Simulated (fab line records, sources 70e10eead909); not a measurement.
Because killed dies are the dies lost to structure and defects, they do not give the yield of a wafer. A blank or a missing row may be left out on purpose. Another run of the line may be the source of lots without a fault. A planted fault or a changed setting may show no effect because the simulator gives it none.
What tool caused it? :: flow nandHarc :: 12 lots, 36 wafers sampled, at 6 steps of a route of 1302

== WHAT THE GAUGES SHOWED, per wafer ==
NHARC_P_STI_CD_MEAS_09: target cd 200 nm.
lot: L229
measured: day 3 05:53
on: cdSem-03
cdNm (nm): 199.0 199.5 203.6

lot: L230
measured: day 3 17:07
on: cdSem-03
cdNm (nm): 198.9 202.9 202.5

lot: L231
measured: day 4 02:56
on: cdSem-02
cdNm (nm): 198.8 200.2 199.9

lot: L232
measured: day 4 14:00
on: cdSem-01
cdNm (nm): 201.1 201.3 201.1

lot: L234
measured: day 5 10:27
on: cdSem-02
cdNm (nm): 195.3 194.7 193.6 194.6 194.7 193.8

lot: L243
measured: day 9 01:42
on: cdSem-01
cdNm (nm): 197.5 201.7 202.9

lot: L244
measured: day 9 10:36
on: cdSem-03
cdNm (nm): 202.0 197.8 199.9

lot: L245
measured: day 9 21:32
on: cdSem-02
cdNm (nm): 200.6 197.6 201.4

lot: L246
measured: day 10 06:25
on: cdSem-01
cdNm (nm): 202.3 202.2 201.5

lot: L247
measured: day 10 18:02
on: cdSem-02
cdNm (nm): 202.5 201.8 199.7

lot: L249
measured: day 11 15:02
on: cdSem-02
cdNm (nm): 207.7 201.1 201.0

lot: L250
measured: day 11 23:20
on: cdSem-02
cdNm (nm): 201.6 198.3 199.1

NHARC_P_STI_CD_MEAS_16.
lot: L229
measured: day 3 06:35
on: cdSem-02
cdNm (nm): 199.7 199.6 203.9

lot: L230
measured: day 3 17:49
on: cdSem-03
cdNm (nm): 198.7 203.2 203.1

lot: L231
measured: day 4 03:38
on: cdSem-02
cdNm (nm): 196.8 200.2 198.1

lot: L232
measured: day 4 14:44
on: cdSem-02
cdNm (nm): 202.5 200.9 199.9

lot: L234
measured: day 5 14:44
on: cdSem-02
cdNm (nm): 196.5 194.2 193.6

lot: L243
measured: day 9 02:25
on: cdSem-03
cdNm (nm): 197.0 201.5 202.8

lot: L244
measured: day 9 11:19
on: cdSem-02
cdNm (nm): 202.2 198.1 200.1

lot: L245
measured: day 9 22:16
on: cdSem-01
cdNm (nm): 201.5 198.9 200.8

lot: L246
measured: day 10 07:07
on: cdSem-01
cdNm (nm): 202.9 200.1 200.5

lot: L247
measured: day 10 18:46
on: cdSem-03
cdNm (nm): 202.9 201.4 200.8

lot: L249
measured: day 11 15:44
on: cdSem-03
cdNm (nm): 206.5 201.5 200.7

lot: L250
measured: day 12 00:02
on: cdSem-02
cdNm (nm): 200.4 197.6 199.2

NHARC_END_SORT_01.
lot: L229
measured: day 25 03:32
on: prober-02
killedAtArray: 66 72 69
killedAtOther: 0 0 1
killedAtPeriphery: 3 1 1
killedDies: 69 73 71
killedOpen: 3 0 1
killedShort: 3 2 3

lot: L232
measured: day 26 08:29
on: prober-02
killedAtArray: 59 67 64
killedAtOther: 1 0 2
killedAtPeriphery: 6 4 1
killedDies: 66 71 67
killedOpen: 3 4 3
killedShort: 1 1 1

lot: L243
measured: day 30 14:07
on: prober-01
killedAtArray: 43 45 60
killedAtOther: 0 0 1
killedAtPeriphery: 2 3 3
killedDies: 45 48 64
killedOpen: 5 2 5
killedShort: 5 4 4

lot: L244
measured: day 30 23:37
on: prober-01
killedAtArray: 53 77 51
killedAtOther: 0 0 0
killedAtPeriphery: 3 4 2
killedDies: 56 81 53
killedOpen: 2 7 3
killedShort: 0 5 1

lot: L245
measured: day 30 21:55
on: prober-02
killedAtArray: 75 87 98
killedAtOther: 0 0 0
killedAtPeriphery: 9 8 4
killedDies: 84 95 102
killedOpen: 5 1 0
killedShort: 1 1 0

lot: L246
measured: day 31 23:53
on: prober-01
killedAtArray: 53 51 58
killedAtOther: 0 0 0
killedAtPeriphery: 6 5 8
killedDies: 59 56 66
killedOpen: 4 3 4
killedShort: 4 2 4

lot: L247
measured: day 32 02:22
on: prober-02
killedAtArray: 77 77 54
killedAtOther: 4 0 1
killedAtPeriphery: 2 8 4
killedDies: 83 85 59
killedOpen: 4 4 3
killedShort: 1 0 2

lot: L249
measured: day 34 11:12
on: prober-02
killedAtArray: 68 62 81
killedAtOther: 0 0 0
killedAtPeriphery: 8 11 7
killedDies: 76 73 88
killedOpen: 1 8 0
killedShort: 4 1 3

lot: L250
measured: day 34 00:55
on: prober-02
killedAtArray: 77 58 58
killedAtOther: 1 0 1
killedAtPeriphery: 6 4 1
killedDies: 84 62 60
killedOpen: 5 3 2
killedShort: 6 1 3

== EACH LOT AND THE TOOL THAT RAN IT (in order: tool; ch and the chambers of the sampled wafers; start) ==
lot: L229
NHARC_P_ZERO_WELL_DESCUM_13: rieDiel-10 ch 1,2, day 2 07:24
NHARC_P_ZERO_WELL_DESCUM_26: rieDiel-07 ch 0,1,2, day 2 08:48
NHARC_P_STI_EXPOSE_06: krfScanner-02 ch 0, day 3 05:45

lot: L230
NHARC_P_ZERO_WELL_DESCUM_13: rieDiel-07 ch 0,2,3, day 2 17:16
NHARC_P_ZERO_WELL_DESCUM_26: rieDiel-07 ch 0,1, day 2 18:37
NHARC_P_STI_EXPOSE_06: krfScanner-03 ch 0, day 3 16:58

lot: L231
NHARC_P_ZERO_WELL_DESCUM_13: rieDiel-10 ch 1,2,3, day 3 03:25
NHARC_P_ZERO_WELL_DESCUM_26: rieDiel-08 ch 0,1,2, day 3 04:46
NHARC_P_STI_EXPOSE_06: krfScanner-04 ch 0, day 4 02:47

lot: L232
NHARC_P_ZERO_WELL_DESCUM_13: rieDiel-07 ch 0,1,2, day 3 13:25
NHARC_P_ZERO_WELL_DESCUM_26: rieDiel-08 ch 0,3, day 3 14:46
NHARC_P_STI_EXPOSE_06: krfScanner-03 ch 0, day 4 13:51

lot: L234
NHARC_P_ZERO_WELL_DESCUM_13: rieDiel-08 ch 0,1,2, day 4 09:27
NHARC_P_ZERO_WELL_DESCUM_26: rieDiel-08 ch 0,3, day 4 11:47
NHARC_P_STI_EXPOSE_06: krfScanner-02 ch 0, day 5 10:18

lot: L243
NHARC_P_ZERO_WELL_DESCUM_13: rieDiel-07 ch 0,1,3, day 8 03:23
NHARC_P_ZERO_WELL_DESCUM_26: rieDiel-07 ch 1,2,3, day 8 04:38
NHARC_P_STI_EXPOSE_06: krfScanner-02 ch 0, day 9 01:33

lot: L244
NHARC_P_ZERO_WELL_DESCUM_13: rieDiel-08 ch 2,3, day 8 13:23
NHARC_P_ZERO_WELL_DESCUM_26: rieDiel-07 ch 1,2, day 8 14:40
NHARC_P_STI_EXPOSE_06: krfScanner-03 ch 0, day 9 10:27

lot: L245
NHARC_P_ZERO_WELL_DESCUM_13: rieDiel-10 ch 0,2,3, day 8 23:18
NHARC_P_ZERO_WELL_DESCUM_26: rieDiel-08 ch 0,1,2, day 9 00:41
NHARC_P_STI_EXPOSE_06: krfScanner-02 ch 0, day 9 21:23

lot: L246
NHARC_P_ZERO_WELL_DESCUM_13: rieDiel-10 ch 0,2,3, day 9 09:17
NHARC_P_ZERO_WELL_DESCUM_26: rieDiel-07 ch 1,2,3, day 9 10:40
NHARC_P_STI_EXPOSE_06: krfScanner-03 ch 0, day 10 06:16

lot: L247
NHARC_P_ZERO_WELL_DESCUM_13: rieDiel-10 ch 0,1,3, day 9 19:26
NHARC_P_ZERO_WELL_DESCUM_26: rieDiel-10 ch 0,1,3, day 9 21:11
NHARC_P_STI_EXPOSE_06: krfScanner-02 ch 0, day 10 17:54

lot: L249
NHARC_P_ZERO_WELL_DESCUM_13: rieDiel-08 ch 2,3, day 10 15:16
NHARC_P_ZERO_WELL_DESCUM_26: rieDiel-07 ch 1,2,3, day 10 16:38
NHARC_P_STI_EXPOSE_06: krfScanner-02 ch 0, day 11 14:53

lot: L250
NHARC_P_ZERO_WELL_DESCUM_13: rieDiel-10 ch 0,1, day 11 01:17
NHARC_P_ZERO_WELL_DESCUM_26: rieDiel-07 ch 0,1, day 11 02:40
NHARC_P_STI_EXPOSE_06: krfScanner-04 ch 0, day 11 23:11
- NHARC_P_ZERO_WELL_DESCUM_13: chemistry O2, time 3 s.
- NHARC_P_ZERO_WELL_DESCUM_26: chemistry O2, time 3 s.
- NHARC_P_STI_EXPOSE_06: exposes mask P STI, target cd 200 nm.

== AS READ BY THE TOOLS THEMSELVES (means over the sampled wafers that have a number; for cases with no such wafer, the mark the record gives instead) ==
NHARC_P_ZERO_WELL_DESCUM_13.
lot: L229
tool: rieDiel-10
drypumpMotorCurrentA (A): 5.4
oesProductAu (a.u.): 0.999
rfVppV (V): 57.8
showerheadPlenumPTorr (Torr): 1.92
throttleValvePct (%): 11.319

lot: L230
tool: rieDiel-07
drypumpMotorCurrentA (A): 5.9
oesProductAu (a.u.): 0.991
rfVppV (V): 57.2
showerheadPlenumPTorr (Torr): 1.83
throttleValvePct (%): 11.321

lot: L231
tool: rieDiel-10
drypumpMotorCurrentA (A): 5.4
oesProductAu (a.u.): 1.006
rfVppV (V): 57.8
showerheadPlenumPTorr (Torr): 1.88
throttleValvePct (%): 11.308

lot: L232
tool: rieDiel-07
drypumpMotorCurrentA (A): 5.8
oesProductAu (a.u.): 0.993
rfVppV (V): 57.2
showerheadPlenumPTorr (Torr): 1.87
throttleValvePct (%): 11.315

lot: L234
tool: rieDiel-08
drypumpMotorCurrentA (A): 6.4
oesProductAu (a.u.): 1.006
rfVppV (V): 58.0
showerheadPlenumPTorr (Torr): 2.00
throttleValvePct (%): 11.318

lot: L243
tool: rieDiel-07
drypumpMotorCurrentA (A): 5.6
oesProductAu (a.u.): 0.990
rfVppV (V): 57.8
showerheadPlenumPTorr (Torr): 1.88
throttleValvePct (%): 11.313

lot: L244
tool: rieDiel-08
drypumpMotorCurrentA (A): 6.2
oesProductAu (a.u.): 1.001
rfVppV (V): 57.6
showerheadPlenumPTorr (Torr): 1.97
throttleValvePct (%): 11.307

lot: L245
tool: rieDiel-10
drypumpMotorCurrentA (A): 5.5
oesProductAu (a.u.): 1.013
rfVppV (V): 57.7
showerheadPlenumPTorr (Torr): 1.84
throttleValvePct (%): 11.314

lot: L246
tool: rieDiel-10
drypumpMotorCurrentA (A): 5.5
oesProductAu (a.u.): 1.008
rfVppV (V): 56.8
showerheadPlenumPTorr (Torr): 1.84
throttleValvePct (%): 11.317

lot: L247
tool: rieDiel-10
drypumpMotorCurrentA (A): 5.4
oesProductAu (a.u.): 1.002
rfVppV (V): 57.0
showerheadPlenumPTorr (Torr): 1.89
throttleValvePct (%): 11.303

lot: L249
tool: rieDiel-08
drypumpMotorCurrentA (A): 6.0
oesProductAu (a.u.): 1.000
rfVppV (V): 58.5
showerheadPlenumPTorr (Torr): 1.90
throttleValvePct (%): 11.310

lot: L250
tool: rieDiel-10
drypumpMotorCurrentA (A): 5.4
oesProductAu (a.u.): 0.992
rfVppV (V): 57.9
showerheadPlenumPTorr (Torr): 1.92
throttleValvePct (%): 11.311

NHARC_P_ZERO_WELL_DESCUM_26.
lot: L229
tool: rieDiel-07
drypumpMotorCurrentA (A): 5.8
oesProductAu (a.u.): 0.998
rfVppV (V): 57.9
showerheadPlenumPTorr (Torr): 1.88
throttleValvePct (%): 11.302

lot: L230
tool: rieDiel-07
drypumpMotorCurrentA (A): 5.5
oesProductAu (a.u.): 0.995
rfVppV (V): 57.6
showerheadPlenumPTorr (Torr): 1.95
throttleValvePct (%): 11.312

lot: L231
tool: rieDiel-08
drypumpMotorCurrentA (A): 6.3
oesProductAu (a.u.): 1.015
rfVppV (V): 59.0
showerheadPlenumPTorr (Torr): 2.01
throttleValvePct (%): 11.309

lot: L232
tool: rieDiel-08
drypumpMotorCurrentA (A): 5.9
oesProductAu (a.u.): 1.004
rfVppV (V): 57.6
showerheadPlenumPTorr (Torr): 2.00
throttleValvePct (%): 11.313

lot: L234
tool: rieDiel-08
drypumpMotorCurrentA (A): 5.8
oesProductAu (a.u.): 1.006
rfVppV (V): 58.3
showerheadPlenumPTorr (Torr): 1.94
throttleValvePct (%): 11.305

lot: L243
tool: rieDiel-07
drypumpMotorCurrentA (A): 5.6
oesProductAu (a.u.): 1.000
rfVppV (V): 57.7
showerheadPlenumPTorr (Torr): 1.87
throttleValvePct (%): 11.317

lot: L244
tool: rieDiel-07
drypumpMotorCurrentA (A): 5.9
oesProductAu (a.u.): 1.010
rfVppV (V): 58.1
showerheadPlenumPTorr (Torr): 1.85
throttleValvePct (%): 11.308

lot: L245
tool: rieDiel-08
drypumpMotorCurrentA (A): 6.3
oesProductAu (a.u.): 1.003
rfVppV (V): 57.7
showerheadPlenumPTorr (Torr): 1.99
throttleValvePct (%): 11.309

lot: L246
tool: rieDiel-07
drypumpMotorCurrentA (A): 5.6
oesProductAu (a.u.): 1.003
rfVppV (V): 57.8
showerheadPlenumPTorr (Torr): 1.87
throttleValvePct (%): 11.311

lot: L247
tool: rieDiel-10
drypumpMotorCurrentA (A): 5.4
oesProductAu (a.u.): 0.998
rfVppV (V): 57.6
showerheadPlenumPTorr (Torr): 1.89
throttleValvePct (%): 11.296

lot: L249
tool: rieDiel-07
drypumpMotorCurrentA (A): 5.6
oesProductAu (a.u.): 0.993
rfVppV (V): 57.1
showerheadPlenumPTorr (Torr): 1.87
throttleValvePct (%): 11.306

lot: L250
tool: rieDiel-07
drypumpMotorCurrentA (A): 5.8
oesProductAu (a.u.): 0.999
rfVppV (V): 57.7
showerheadPlenumPTorr (Torr): 1.86
throttleValvePct (%): 11.313

== THE ANSWER, worked out from the rows above alone ==
Rule: the lots themselves supply what counts as usual. The widest of any qualifying gaps counts: lots, ordered by their means at a reading, are off when they make up no more than a third of the lots, leave a main group of 4 or more, and stand apart from it by 3 or more times the standard deviation of that group's means. A main group is skipped when, at the precision printed for the reading in the tables above, its means are all equal. Also off: a lot with no number at a reading for which 4 or more lots have one. The other lots that the step has rows for count as sound. Order of review: gauges by route order, followed by the tools' own readings, for which a lot's mean as printed above is used. The first step at which some lot is off is used, and at that step the reading that is off furthest; a lot without a number counts as furthest.
Off: L234 (NHARC_P_STI_CD_MEAS_09, cdNm). The main group has a mean of 200.9 nm with a standard deviation of 1.1.
If a tool, at a process step before that reading, ran all the lots that are off and no sound lot after the first of them, it fits. The gauges at NHARC_P_STI_CD_MEAS_09 are tried like those tools. Not one of the candidates tried fits.

== WHAT WAS PUT IN BY THE SIMULATOR ==
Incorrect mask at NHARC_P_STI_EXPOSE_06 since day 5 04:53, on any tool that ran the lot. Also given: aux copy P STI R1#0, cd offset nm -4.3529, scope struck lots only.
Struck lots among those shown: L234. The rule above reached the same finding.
